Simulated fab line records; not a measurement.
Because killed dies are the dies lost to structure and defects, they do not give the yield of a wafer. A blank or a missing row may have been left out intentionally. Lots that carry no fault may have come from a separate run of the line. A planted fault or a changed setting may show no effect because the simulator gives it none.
Split-lot experiment | flow n5_finfet | 21 wafers read across 7 lots, on a route 1938 steps long

## THE SPLIT ITSELF
At N5_HKMG_FIN_ETCH_86 (etches SOC in N2/H2, stops on TiN, target depth 393.2 nm), the setting target_depth_a was moved away from the recipe's 3932 angstrom on 6 of the 21 wafers read, by -11.8% to +8.0%. For the rest of the wafers, this setting stayed at what the recipe calls for.

The split's own step is where the reading is taken.

## THE READING
SOC_of_HKMG_FIN_COAT_85.thk_nm (the simulator's own value, which no gauge read), in nm, at N5_HKMG_FIN_ETCH_86 (etches SOC in N2/H2, stops on TiN, target depth 393.2 nm). There is no usual value for it anywhere in the file. Average 16.8 nm, standard deviation 2.4 nm, over the 15 wafers here run with the recipe.

wafer  | tool, chamber at the split | target_depth_a as run, angstrom | against the recipe | SOC_of_HKMG_FIN_COAT_85.thk_nm, nm | against lot-mates on the recipe
L080.2 | rie_diel-02, 0             | 3932                            | recipe             | 19.2                               | -
L080.3 | rie_diel-02, 1             | 3467                            | -11.8%             | 52.6                               | +33.3
L080.4 | rie_diel-02, 2             | 3932                            | recipe             | 19.4                               | -
L081.1 | rie_diel-06, 2             | 3932                            | recipe             | 19.8                               | -
L081.4 | rie_diel-06, 3             | 4245                            | +8.0%              | 8.6                                | -10.3
L081.5 | rie_diel-06, 1             | 3932                            | recipe             | 18                                 | -
L085.1 | rie_diel-02, 0             | 3932                            | recipe             | 19.6                               | -
L085.2 | rie_diel-02, 3             | 3932                            | recipe             | 16.6                               | -
L085.5 | rie_diel-02, 1             | 3932                            | recipe             | 19.8                               | -
L086.2 | rie_diel-06, 0,1,2         | 4110                            | +4.5%              | 8.6                                | no lot-mate on the recipe
L086.4 | rie_diel-06, 0,1,2         | 4110                            | +4.5%              | 8.6                                | no lot-mate on the recipe
L086.6 | rie_diel-06, 0,1,2         | 4110                            | +4.5%              | 8.6                                | no lot-mate on the recipe
L088.3 | rie_diel-06, 2             | 3932                            | recipe             | 13.6                               | -
L088.5 | rie_diel-06, 2             | 3932                            | recipe             | 13.6                               | -
L088.4 | rie_diel-06, 0             | 3932                            | recipe             | 15.4                               | -
L089.3 | rie_diel-06, 1             | 3932                            | recipe             | 19                                 | -
L089.4 | rie_diel-06, 0             | 3932                            | recipe             | 15.4                               | -
L089.6 | rie_diel-06, 1             | 4196                            | +6.7%              | 8.6                                | -8.6
L097.1 | rie_diel-05, 1             | 3932                            | recipe             | 13.8                               | -
L097.6 | rie_diel-05, 1             | 3932                            | recipe             | 13.8                               | -
L097.3 | rie_diel-05, 0             | 3932                            | recipe             | 15.6                               | -
When a row names more than one chamber, that row covers several wafers, and the file does not tell which wafer ran in which chamber.

THE FIT
A straight line over all 21 wafers: SOC_of_HKMG_FIN_COAT_85.thk_nm changes by -2.19 nm for each +1% of target_depth_a; r = -0.92; the points scatter about the line by 3.8 nm.
The same after taking each lot's own level away (the mean of its wafers on the recipe; 18 wafers): -2.16 nm for each +1%; r = -0.95; scatter 2.9 nm.
On that fit, the largest move of target_depth_a shifts the reading by 26 nm.
The span of the lots' own levels, 14.20 to 19.30 nm, comes to 2.1 times the standard deviation stated above.
The two slopes are in agreement: the lot-to-lot level therefore moves the slope only a little.
Check: for one of the wafers moved furthest among these (-11.8%), held out of the fit, the line's prediction against its lot-mates is +15.2 nm. It came out at +33.3 nm against them.

## THE OTHER SPLITS THESE WAFERS WENT THROUGH
Other splits were also applied to these wafers ahead of the reading. Each is held against what the fit with the lots' levels taken away leaves over:
other split on the same wafers | wafers away from the commonest value | r with SOC_of_HKMG_FIN_COAT_85.thk_nm (lot level and that fit taken away)
N5_DUMMY_GATE_PECVD_30 time_s  | 5                                    | -0.26
N5_SD_EPI_N_EPI_21 temp_c      | 10                                   | +0.35
N5_SD_EPI_P_COAT_34 spin_rpm   | 9                                    | +0.33
N5_ILD0_CMP_03 down_force_psi  | 5                                    | +0.48
N5_SDB_COAT_03 spin_rpm        | 7                                    | -0.19
N5_SDB_CUT_ETCH_26 bias_w      | as run: not given for these wafers   | -

## FILE'S OWN FIT
SOC_of_HKMG_FIN_COAT_85.thk_nm changes by -2.15 nm for each +1% of target_depth_a, r = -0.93.
